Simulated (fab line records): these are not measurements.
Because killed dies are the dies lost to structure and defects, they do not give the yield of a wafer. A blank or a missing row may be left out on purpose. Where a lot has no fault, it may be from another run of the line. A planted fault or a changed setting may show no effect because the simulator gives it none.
Comparing a struck lot with a sound one    flow nand-harc    41 steps out of a route of 1302
Sound: the wafers L804.3, L804.4, L804.6. Struck: wafers L808.3, L808.5, L808.6. Last of all comes the cause.
Per side, at each step with rows, come the tool, then ch with its chambers, and then its first start. Under that, the readings that differ: sound wafers    struck wafers    difference of the means    sigmas: that difference in standard deviations of wafers without a fault.
alike: a reading whose means differ by less than 2 such deviations, as well as words and numbers matching on both sides. not compared: withheld readings; readings where some wafer has no value; bounds like >300 that might hide an equal value; numbers whose values overlap and for which the record gives no deviation.
The two part at a step that has a row with sigmas, a row that says differs or no value, or rows on one side only. Numbers that have no deviation but don't overlap get no sigmas and don't part them. Lack of a reading on every wafer of one side parts them only where that side has two or more wafers.

first, 2 steps without rows for these wafers: NHARC_A_CHANNEL_HOLE_D1_STRIP_42 (strips in CF4/CHF3); NHARC_A_CHANNEL_HOLE_D1_STRIP_43 (strips in O2/COS).
NHARC_A_CHANNEL_HOLE_D1_ETCH_44: etches the open film in CF4/O2, target depth 140 nm, overetch 14 nm, time 77 s.
  sound on rie-diel-07 ch 0,1,3, day 9 00:49; struck on rie-diel-07 ch 1,2, day 10 12:27
  alike: drypump-motor-current-A, oes-product-au, rf-vpp-V, showerhead-plenum-p-Torr, throttle-valve-pct
  not compared: rf-hours-counter-h
then, 3 steps without rows for these wafers: NHARC_A_CHANNEL_HOLE_D1_STRIP_27 (strips in O2); NHARC_A_CHANNEL_HOLE_D1_PRECLEAN_28 (cleans in SC1); NHARC_A_CHANNEL_HOLE_D1_SRD_29.
NHARC_A_CHANNEL_HOLE_D1_CD_MEAS_30:
  sound: cd-sem-02 at day 9 01:37; struck: cd-sem-01 at day 10 13:14
  alike: cd-nm
after that, 1 step had no rows for these wafers: NHARC_A_CHANNEL_HOLE_D1_XSEM_31.
NHARC_A_CHANNEL_HOLE_D1_INSPECT_40:
  sound: defect-inspect-01 at day 9 01:47; struck: defect-inspect-01 at day 10 13:25
  alike: raw-defect-count
then, 3 steps without rows for these wafers: NHARC_A_CHANNEL_FILL_D1_PRECLEAN_00 (cleans in SC1); NHARC_A_CHANNEL_FILL_D1_SRD_01; NHARC_A_CHANNEL_FILL_D1_ALD_02 (deposits SiO2, target thk 6 nm, pulse time 10 s, ald cycles 60).
NHARC_A_CHANNEL_FILL_D1_ALD_03: deposits SiNx, target thk 6 nm, pulse time 60 s, ald cycles 58.
  sound on ald-sin-batch-03 ch 0, day 9 05:25; struck on ald-sin-batch-01 ch 0, day 10 17:04
  alike: precursor-pulse-height-rel, susceptor-temp-C
NHARC_A_CHANNEL_FILL_D1_ALD_14: deposits SiO2, target thk 2.5 nm, pulse time 10 s, ald cycles 25.
  sound on ald-hk-01 ch 0,1, day 9 10:55; struck on ald-hk-01 ch 0,3, day 10 22:04
  alike: heater-power-w, precursor-pulse-height-rel, susceptor-temp-C
NHARC_A_CHANNEL_FILL_D1_ALD_15: deposits SiNx, target thk 2 nm, pulse time 60 s, ald cycles 19.
  sound: ald-sin-batch-01 ch 0; struck: ald-sin-batch-03 ch 0
  alike: precursor-pulse-height-rel, susceptor-temp-C
then, 3 steps without rows for these wafers: NHARC_A_CHANNEL_FILL_D1_ALD_16 (deposits SiO2, target thk 1.5 nm, pulse time 10 s, ald cycles 15); NHARC_A_CHANNEL_FILL_D1_ANNEAL_17 (time 1800 s); NHARC_A_CHANNEL_FILL_D1_CVD_18 (deposits poly-Si, target thk 3 nm).
NHARC_A_CHANNEL_FILL_D1_ETCHBACK_19: etches the open film in HBr/Cl2, target depth 5 nm, time 1.7 s.
  sound on rie-si-02 ch 0,3, day 10 05:22; struck on rie-si-02 ch 0,3, day 11 15:08
  alike: drypump-motor-current-A, hbr-flow-sccm, oes-product-au, throttle-valve-pct
  not compared: rf-hours-counter-h
then, 6 steps without rows for these wafers: NHARC_A_CHANNEL_FILL_D1_ETCHBACK_20 (etches the open film in C4F8/O2/Ar, target depth 27 nm, time 13.5 s); NHARC_A_CHANNEL_FILL_D1_STRIP_28 (strips in O2, time 20 s); NHARC_A_CHANNEL_FILL_D1_PRECLEAN_21 (cleans in dHF, time 30 s); NHARC_A_CHANNEL_FILL_D1_SRD_23; NHARC_A_CHANNEL_FILL_D1_CVD_05 (deposits poly-Si, target thk 5 nm); NHARC_A_CHANNEL_FILL_D1_ANNEAL_22 (time 7200 s).
NHARC_A_CHANNEL_FILL_D1_THK_MEAS_06: measures by ellipsometry.
  sound: film-metro-02 at day 10 18:14; struck: film-metro-01 at day 12 03:19
  alike: thk-nm
NHARC_A_CHANNEL_FILL_D1_ALD_25: deposits SiOx, target thk 60 nm, pulse time 10 s, ald cycles 600.
  sound on ald-hk-01 ch 2,3, day 10 18:17; struck on ald-hk-03 ch 0,3, day 12 03:22
  alike: heater-power-w, precursor-pulse-height-rel, susceptor-temp-C
then, 12 steps without rows for these wafers: NHARC_A_CHANNEL_FILL_D1_ETCHBACK_08 (etches the open film in C4F8, target depth 220 nm, time 110 s); NHARC_A_CHANNEL_FILL_D1_STRIP_29 (strips in O2, time 20 s); NHARC_A_CHANNEL_FILL_D1_PRECLEAN_30 (cleans in dHF, time 30 s); NHARC_A_CHANNEL_FILL_D1_SRD_31; NHARC_A_CHANNEL_FILL_D1_CVD_09 (deposits poly-Si, target thk 150 nm, time 3000 s); NHARC_A_CHANNEL_FILL_D1_CMP_10 (polishes, target thk 150 nm); NHARC_A_CHANNEL_FILL_D1_SRD_12; NHARC_A_DECK1_JOINT_ETCHBACK_07 (etches the open film in HBr, target depth 105 nm, time 26.9 s); NHARC_A_DECK1_JOINT_ETCH_25 (etches SiO2 in dHF, target depth 0.5 nm); NHARC_A_DECK1_JOINT_ETCH_19 (etches poly-Si in TMAH, target depth 3 nm); NHARC_A_DECK1_JOINT_ETCH_18 (etches SiO2 in dHF, target depth 3 nm); NHARC_A_DECK1_JOINT_WET_08 (chemistry H3PO4, time 86 s).
-- a jump in the record: the struck wafers' starts before and after are 3 days apart (it breaks off in module A_DECK1_JOINT and resumes in module A_CHANNEL_HOLE_D2, where the first step shown is number 585 of the route) --
NHARC_A_CHANNEL_HOLE_D2_DESCUM_15: chemistry O2, time 3 s.
  sound on rie-diel-08 ch 0,1,2, day 13 10:07; struck on rie-diel-03 ch 1,2, day 15 03:19
reading  sound  struck                                                                      difference                    sigmas
hold     - - -  await-dispo/3.3h/release await-dispo/3.3h/release await-dispo/3.3h/release  no value on the sound wafers  
  alike: drypump-motor-current-A, oes-product-au, rf-vpp-V, showerhead-plenum-p-Torr, throttle-valve-pct
  not compared: rf-hours-counter-h
-- record jumps: 12 days between struck wafers' starts before vs after; left off in module A_CHANNEL_HOLE_D2, resumes in module END, first step shown is number 1302 of the route --
NHARC_END_SORT_01:
  only the struck wafers appear in the record here, on prober-02 ch 0 at day 26 21:00; the sound ones have no rows

WHERE THEY PART
Earliest at NHARC_A_CHANNEL_HOLE_D2_DESCUM_15; latest, in this record, at NHARC_END_SORT_01.

WHY: the cause the simulator had injected
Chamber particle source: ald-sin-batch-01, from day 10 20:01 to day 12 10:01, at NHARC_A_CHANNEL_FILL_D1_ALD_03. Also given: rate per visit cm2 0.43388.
